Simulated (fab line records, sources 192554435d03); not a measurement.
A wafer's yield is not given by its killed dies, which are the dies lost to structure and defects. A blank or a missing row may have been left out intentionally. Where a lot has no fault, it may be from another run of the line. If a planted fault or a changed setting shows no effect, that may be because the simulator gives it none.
Split-lot study + flow n5 finfet + 39 wafers read across 7 lots, on a route 1938 steps long

ABOUT THE SPLIT
At N5_BEOL_M15_TRENCH_ETCH_34 (etches SiO2 in C4F8/O2/Ar, target depth 872.93 nm, time 199 s), the setting time s was moved away from the recipe's 199 s on 18 of the 39 wafers read, by -54.6% to +58.9%. This setting was run at the recipe's value on the other wafers.

FROM THE SPLIT TO THE READING: what the file shows between them, 4 steps
- N5_BEOL_M15_STRIP_36: strips in O2
- N5_BEOL_M15_ECD_47: material Cu, target thk 1860 nm
- N5_BEOL_M15_ANNEAL_48: time 90 s
- N5_BEOL_M15_CMP_49: polishes, stops on SiO2, t overpolish 4.9 s, target thk 850 nm

THE READING
M15_THK, in nm, at N5_BEOL_M15_THK_MEAS_50 (measures by xrf). On this fab line, fault-free wafers typically give 847 nm with a standard deviation of 17 nm.

| wafer  | tool, chamber at the split | time s as run, s | against the recipe | M15_THK, nm | against lot-mates on the recipe |
|--------|----------------------------|------------------|--------------------|-------------|---------------------------------|
| L075.1 | rie diel-01, 0             | 316.2            | +58.9%             | 1392        | +552                            |
| L075.2 | rie diel-01, 2             | 316.2            | +58.9%             | 1304        | +464                            |
| L075.3 | rie diel-01, 3             | 199              | recipe             | 832         | -                               |
| L075.4 | rie diel-01, 0             | 199              | recipe             | 858         | -                               |
| L075.5 | rie diel-01, 3             | 199              | recipe             | 831         | -                               |
| L075.6 | rie diel-01, 2             | 316.2            | +58.9%             | 1300        | +460                            |
| L074.1 | rie diel-02, 3             | 244.2            | +22.7%             | 1054        | +204                            |
| L074.2 | rie diel-02, 1             | 244.2            | +22.7%             | 1076        | +226                            |
| L074.3 | rie diel-02, 2             | 199              | recipe             | 862         | -                               |
| L074.4 | rie diel-02, 0             | 199              | recipe             | 824         | -                               |
| L074.5 | rie diel-02, 3             | 244.2            | +22.7%             | 1067        | +217                            |
| L074.6 | rie diel-02, 2             | 199              | recipe             | 863         | -                               |
| L077.1 | rie diel-06, 2             | 199              | recipe             | 855         | -                               |
| L077.2 | rie diel-06, 3             | 263.6            | +32.5%             | 1129        | +294                            |
| L077.3 | rie diel-06, 1             | 199              | recipe             | 829         | -                               |
| L077.4 | rie diel-06, 3             | 263.6            | +32.5%             | 1125        | +290                            |
| L077.5 | rie diel-06, 2             | 263.6            | +32.5%             | 1132        | +297                            |
| L077.6 | rie diel-06, 1             | 199              | recipe             | 821         | -                               |
| L082.1 | rie diel-06, 0             | 199              | recipe             | 854         | -                               |
| L082.4 | rie diel-06, 1             | 199              | recipe             | 842         | -                               |
| L082.5 | rie diel-06, 0             | 199              | recipe             | 855         | -                               |
| L084.1 | rie diel-01, 2             | 199              | recipe             | 817         | -                               |
| L084.2 | rie diel-01, 3             | 90.3             | -54.6%             | 365         | -472                            |
| L084.3 | rie diel-01, 0             | 90.3             | -54.6%             | 384         | -453                            |
| L084.4 | rie diel-01, 1             | 199              | recipe             | 871         | -                               |
| L084.5 | rie diel-01, 3             | 90.3             | -54.6%             | 368         | -469                            |
| L084.6 | rie diel-01, 2             | 199              | recipe             | 824         | -                               |
| L088.1 | rie diel-02, 3             | 153.5            | -22.9%             | 651         | -211                            |
| L088.2 | rie diel-02, 0             | 199              | recipe             | 851         | -                               |
| L088.3 | rie diel-02, 1             | 199              | recipe             | 876         | -                               |
| L088.4 | rie diel-02, 2             | 153.5            | -22.9%             | 651         | -211                            |
| L088.5 | rie diel-02, 3             | 199              | recipe             | 859         | -                               |
| L088.6 | rie diel-02, 2             | 153.5            | -22.9%             | 655         | -207                            |
| L095.1 | rie diel-01, 2             | 199              | recipe             | 810         | -                               |
| L095.2 | rie diel-01, 3             | 264.5            | +32.9%             | 1095        | +273                            |
| L095.3 | rie diel-01, 1             | 199              | recipe             | 845         | -                               |
| L095.4 | rie diel-01, 3             | 264.5            | +32.9%             | 1099        | +277                            |
| L095.5 | rie diel-01, 2             | 199              | recipe             | 810         | -                               |
| L095.6 | rie diel-01, 1             | 264.5            | +32.9%             | 1130        | +308                            |

THE FIT
A straight line over all 39 wafers: M15_THK changes by +8.51 nm for each +1% of time s; r = +1.00; the points scatter about the line by 23 nm.
The same after taking each lot's own level away (the mean of its wafers on the recipe; 39 wafers): +8.61 nm for each +1%; r = +1.00; scatter 20 nm.
According to that fit, moving time s by its largest amount changes the reading by 5.1e+02 nm.
The span of the lots' own levels, 821.7 to 862.0 nm, comes to 2.4 times the standard deviation stated above.
So the lot-to-lot level changes the slope little: the two slopes agree.
Check: with one of the wafers moved furthest among these (+58.9%) left out of the fit, the line predicts +502 nm for it against its lot-mates. It came out at +552 nm against them.

THE WHOLE CHAIN: every reading that the file lists as answering this split, in the file's order
| step                       | what it does                                                   | reading                                                                          | change (the file's fit)                                                                 | r (the file's) |
|----------------------------|----------------------------------------------------------------|----------------------------------------------------------------------------------|-----------------------------------------------------------------------------------------|----------------|
| N5_BEOL_M15_TRENCH_ETCH_34 | etches SiO2 in C4F8/O2/Ar, target depth 872.93 nm, time 199 s  | etch.depth nm (the simulator's own value, which no gauge read)                   | +8.73 nm for each +1% of the setting                                                    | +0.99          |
| N5_BEOL_M15_TRENCH_ETCH_34 | etches SiO2 in C4F8/O2/Ar, target depth 872.93 nm, time 199 s  | coat_of_BEOL_M15_COAT_22.thk nm (the simulator's own value, which no gauge read) | -1.76 nm for each +1% of the setting                                                    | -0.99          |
| N5_BEOL_M15_CMP_49         | polishes, stops on SiO2, t overpolish 4.9 s, target thk 850 nm | Cu_of_BEOL_M15_ECD_47.thk nm (the simulator's own value, which no gauge read)    | +8.72 nm for each +1% of the setting                                                    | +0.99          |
| N5_BEOL_M15_THK_MEAS_50    | measures by xrf                                                | M15_THK                                                                          | +8.62 for each +1% of the setting                                                       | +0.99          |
| N5_BEOL_M15_RS_MEAS_54     | measures by four-point-probe                                   | M15_RS                                                                           | not straight: 0.0500 at the lowest setting, 0.0216 at the recipe, 0.0135 at the highest | not given      |

THE FILE'S OWN FIT
M15_THK changes by +8.62 nm for each +1% of time s, r = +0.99.
